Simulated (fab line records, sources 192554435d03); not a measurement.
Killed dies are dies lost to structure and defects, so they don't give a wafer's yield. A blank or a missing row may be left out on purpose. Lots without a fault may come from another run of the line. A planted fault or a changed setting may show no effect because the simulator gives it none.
Which tool did it? | flow n5_finfet | 24 lots, 72 wafers sampled, at 5 steps of a route of 1938

WHAT THE GAUGES READ, wafer by wafer
N5_BEOL_M11_INSPECT_58: inspects for defects (darkfield).
lot  | measured     | on                | raw_defect_count
L076 | day 10 16:48 | defect_inspect-01 | 65 59 76
L075 | day 11 02:32 | defect_inspect-01 | 44 44 49
L074 | day 11 03:17 | defect_inspect-01 | 66 88 68
L077 | day 11 18:43 | defect_inspect-02 | 61 78 49
L078 | day 11 21:08 | defect_inspect-02 | 84 73 71
L081 | day 11 21:25 | defect_inspect-01 | 76 67 65
L079 | day 12 05:11 | defect_inspect-02 | 86 77 57
L080 | day 12 07:10 | defect_inspect-02 | 65 51 48
L082 | day 12 20:55 | defect_inspect-02 | 77 59 58
L084 | day 13 03:06 | defect_inspect-02 | 88 53 74
L083 | day 13 05:34 | defect_inspect-02 | 61 65 77
L085 | day 13 08:32 | defect_inspect-02 | 101 99 156
L086 | day 13 12:57 | defect_inspect-02 | 58 110 99
L087 | day 13 21:13 | defect_inspect-01 | 74 60 61
L089 | day 14 00:04 | defect_inspect-02 | 50 63 46
L088 | day 14 00:57 | defect_inspect-01 | 91 47 115
L090 | day 14 04:17 | defect_inspect-01 | 119 102 113
L091 | day 14 15:10 | defect_inspect-02 | 41 72 54
L093 | day 15 11:01 | defect_inspect-01 | 91 72 134
L092 | day 15 11:31 | defect_inspect-01 | 57 96 99
L095 | day 15 20:13 | defect_inspect-01 | 69 70 96
L094 | day 15 22:22 | defect_inspect-01 | 74 54 87
L096 | day 16 01:39 | defect_inspect-01 | 52 83 77
L097 | day 16 02:26 | defect_inspect-01 | 63 80 78

N5_BEOL_M12_OVL_MEAS_11.
lot  | measured     | on         | V11_OVL (nm)
L076 | day 10 17:21 | overlay-02 | -3 6 -9
L075 | day 11 03:10 | overlay-02 | -10 -3 -6
L074 | day 11 03:47 | overlay-02 | -4 4 -1
L077 | day 11 19:13 | overlay-02 | 4 -8 0
L078 | day 11 21:45 | overlay-02 | 2 8 9
L081 | day 11 21:55 | overlay-02 | -5 10 7
L079 | day 12 05:49 | overlay-02 | 9 0 2
L080 | day 12 07:40 | overlay-02 | 6 0 8
L082 | day 12 21:36 | overlay-01 | 0 8 -2
L084 | day 13 03:44 | overlay-02 | -3 2 -2
L083 | day 13 06:04 | overlay-02 | -4 -7 -4
L085 | day 13 09:13 | overlay-02 | 1 -9 -2
L086 | day 13 13:35 | overlay-01 | -3 -5 2
L087 | day 13 21:50 | overlay-01 | 2 4 5
L089 | day 14 00:41 | overlay-02 | 12 1 2
L088 | day 14 01:35 | overlay-01 | 0 -3 -2
L090 | day 14 04:58 | overlay-01 | 1 6 4
L091 | day 14 15:47 | overlay-01 | -1 -6 1
L093 | day 15 11:31 | overlay-01 | 2 20 7
L092 | day 15 12:01 | overlay-02 | -4 -1 3
L095 | day 15 20:43 | overlay-02 | -1 -11 -3
L094 | day 15 23:00 | overlay-02 | 2 3 4
L096 | day 16 02:17 | overlay-02 | 2 10 5
L097 | day 16 02:56 | overlay-01 | -1 8 4

N5_BEOL_M12_INSPECT_12: inspects for defects (macro).
lot  | measured     | on                | raw_defect_count
L076 | day 10 17:23 | defect_inspect-01 | 2 3 1
L075 | day 11 03:11 | defect_inspect-01 | 2 3 2
L074 | day 11 03:49 | defect_inspect-01 | 1 1 1
L077 | day 11 19:14 | defect_inspect-02 | 1 1 1
L078 | day 11 21:47 | defect_inspect-02 | 1 1 1
L081 | day 11 21:56 | defect_inspect-02 | 3 2 1
L079 | day 12 05:56 | defect_inspect-02 | 2 0 1
L080 | day 12 07:41 | defect_inspect-02 | 6 2 3
L082 | day 12 21:37 | defect_inspect-02 | 2 1 1
L084 | day 13 03:45 | defect_inspect-02 | 3 1 3
L083 | day 13 06:17 | defect_inspect-02 | 4 2 3
L085 | day 13 09:35 | defect_inspect-02 | 0 2 4
L086 | day 13 13:36 | defect_inspect-02 | 1 3 2
L087 | day 13 21:52 | defect_inspect-01 | 1 0 3
L089 | day 14 00:43 | defect_inspect-01 | 2 4 2
L088 | day 14 01:36 | defect_inspect-02 | 4 2 3
L090 | day 14 04:59 | defect_inspect-01 | 0 5 2
L091 | day 14 15:49 | defect_inspect-01 | 1 3 2
L093 | day 15 11:32 | defect_inspect-01 | 0 0 4
L092 | day 15 12:03 | defect_inspect-02 | 1 5 0
L095 | day 15 20:44 | defect_inspect-02 | 1 2 3
L094 | day 15 23:01 | defect_inspect-01 | 1 2 2
L096 | day 16 02:18 | defect_inspect-01 | 0 3 2
L097 | day 16 02:58 | defect_inspect-01 | 1 3 3

N5_BEOL_M13_OVL_MEAS_11.
lot  | measured     | on         | V12_OVL (nm)
L076 | day 10 21:56 | overlay-01 | -8 -2 -5
L075 | day 11 07:06 | overlay-02 | -7 1 0
L074 | day 11 09:28 | overlay-01 | 4 -4 -3
L077 | day 12 04:25 | overlay-02 | 3 4 1
L078 | day 12 05:13 | overlay-01 | -6 -9 -1
L081 | day 12 05:26 | overlay-02 | 5 2 7
L079 | day 12 12:40 | overlay-02 | 4 2 -1
L080 | day 12 12:20 | overlay-02 | -13 -3 -1
L082 | day 13 03:26 | overlay-02 | -3 0 -6
L084 | day 13 08:59 | overlay-01 | -7 10 11
L083 | day 13 12:16 | overlay-01 | -9 -6 -4
L085 | day 13 19:09 | overlay-02 | -1 -1 -4
L086 | day 13 21:35 | overlay-01 | 5 9 1
L087 | day 14 04:38 | overlay-02 | 8 3 2
L089 | day 14 07:51 | overlay-01 | -9 -2 -4
L088 | day 14 08:05 | overlay-02 | 11 3 2
L090 | day 14 10:42 | overlay-02 | -1 -9 -3
L091 | day 14 21:26 | overlay-01 | -11 2 0
L093 | day 15 15:59 | overlay-02 | 0 -1 10
L092 | day 15 17:24 | overlay-01 | -3 -11 -6
L095 | day 16 01:19 | overlay-02 | -7 -1 7
L094 | day 16 02:49 | overlay-02 | -6 3 3
L096 | day 16 07:23 | overlay-01 | 5 -6 -3
L097 | day 16 07:44 | overlay-01 | 2 -2 3

WHICH TOOL RAN EACH LOT (tool, then ch and the chambers of the sampled wafers, then the start)
lot  | N5_BEOL_M12_ILD_DEP_00
L076 | pecvd-03 ch 0,1, day 10 16:50
L075 | pecvd-02 ch 1,2, day 11 02:34
L074 | pecvd-04 ch 0,2, day 11 03:19
L077 | pecvd-03 ch 0,2, day 11 18:45
L078 | pecvd-04 ch 0,1,2, day 11 21:10
L081 | pecvd-03 ch 1,2, day 11 21:26
L079 | pecvd-03 ch 0,2, day 12 05:14
L080 | pecvd-02 ch 0,2, day 12 07:12
L082 | pecvd-04 ch 0,1, day 12 20:58
L084 | pecvd-02 ch 1,2, day 13 03:08
L083 | pecvd-03 ch 0,1, day 13 05:36
L085 | pecvd-04 ch 0,1, day 13 08:37
L086 | pecvd-03 ch 0,1,2, day 13 12:59
L087 | pecvd-02 ch 0,1, day 13 21:14
L089 | pecvd-03 ch 0,1,2, day 14 00:08
L088 | pecvd-04 ch 0,2, day 14 00:59
L090 | pecvd-03 ch 1,2, day 14 04:19
L091 | pecvd-04 ch 0,2, day 14 15:12
L093 | pecvd-03 ch 1,2, day 15 11:03
L092 | pecvd-04 ch 1,2, day 15 11:34
L095 | pecvd-02 ch 0,1, day 15 20:15
L094 | pecvd-03 ch 1,2, day 15 22:25
L096 | pecvd-03 ch 0,1,2, day 16 01:41
L097 | pecvd-03 ch 0,1,2, day 16 02:28
- N5_BEOL_M12_ILD_DEP_00: deposits SiOC from DEMS/O2, target thk 658.92 nm, time 130.7 s.

WHAT THE TOOLS THEMSELVES READ (means of the sampled wafers that have a number; where no wafer has one, the mark that the record gives instead)
N5_BEOL_M12_ILD_DEP_00.
lot  | tool     | heater_power_w (W) | showerhead_plenum_p_Torr (Torr) | throttle_valve_pct (%)
L076 | pecvd-03 | 403                | 5.694                           | 12.1
L075 | pecvd-02 | 475                | 5.706                           | 12.3
L074 | pecvd-04 | 417                | 5.696                           | 11.9
L077 | pecvd-03 | 469                | 5.692                           | 11.7
L078 | pecvd-04 | 443                | 5.699                           | 12.4
L081 | pecvd-03 | 399                | 5.687                           | 12.0
L079 | pecvd-03 | 476                | 5.693                           | 11.6
L080 | pecvd-02 | 442                | 5.680                           | 12.1
L082 | pecvd-04 | 426                | 5.701                           | 12.6
L084 | pecvd-02 | 479                | 5.691                           | 12.0
L083 | pecvd-03 | 377                | 5.693                           | 12.0
L085 | pecvd-04 | 427                | 5.707                           | 12.5
L086 | pecvd-03 | 416                | 5.693                           | 11.7
L087 | pecvd-02 | 454                | 5.707                           | 12.5
L089 | pecvd-03 | 456                | 5.698                           | 11.8
L088 | pecvd-04 | 410                | 5.701                           | 12.1
L090 | pecvd-03 | 456                | 5.688                           | 11.6
L091 | pecvd-04 | 447                | 5.696                           | 12.1
L093 | pecvd-03 | 390                | 5.691                           | 12.0
L092 | pecvd-04 | 423                | 5.695                           | 12.0
L095 | pecvd-02 | 449                | 5.710                           | 12.6
L094 | pecvd-03 | 424                | 5.677                           | 11.9
L096 | pecvd-03 | 439                | 5.693                           | 11.7
L097 | pecvd-03 | 410                | 5.704                           | 11.8

THE ANSWER, worked out from the rows above alone
Rule: what is usual is taken from the lots themselves. Put in order of their means at a reading, lots are off if they are a third of the lots or fewer, leave a main group of 4 or more, and stand apart from it by a gap of 3 or more times the standard deviation of the main group's means; of several such gaps the widest counts. A main group whose means are all the same, to the digits that the tables above print for the reading, isn't used. A lot without any number at a reading at which 4 lots or more have one is off too. The other lots that the step has rows for count as sound. The gauges are gone through in route order, then the tools' own readings, and for those a lot's mean is taken as printed above. The first step at which some lot is off is used, and at that step the reading that is off furthest; a lot without a number counts as furthest.
No lot is off at any reading shown: from this, nothing can be told.

WHAT THE SIMULATOR HAD PUT IN
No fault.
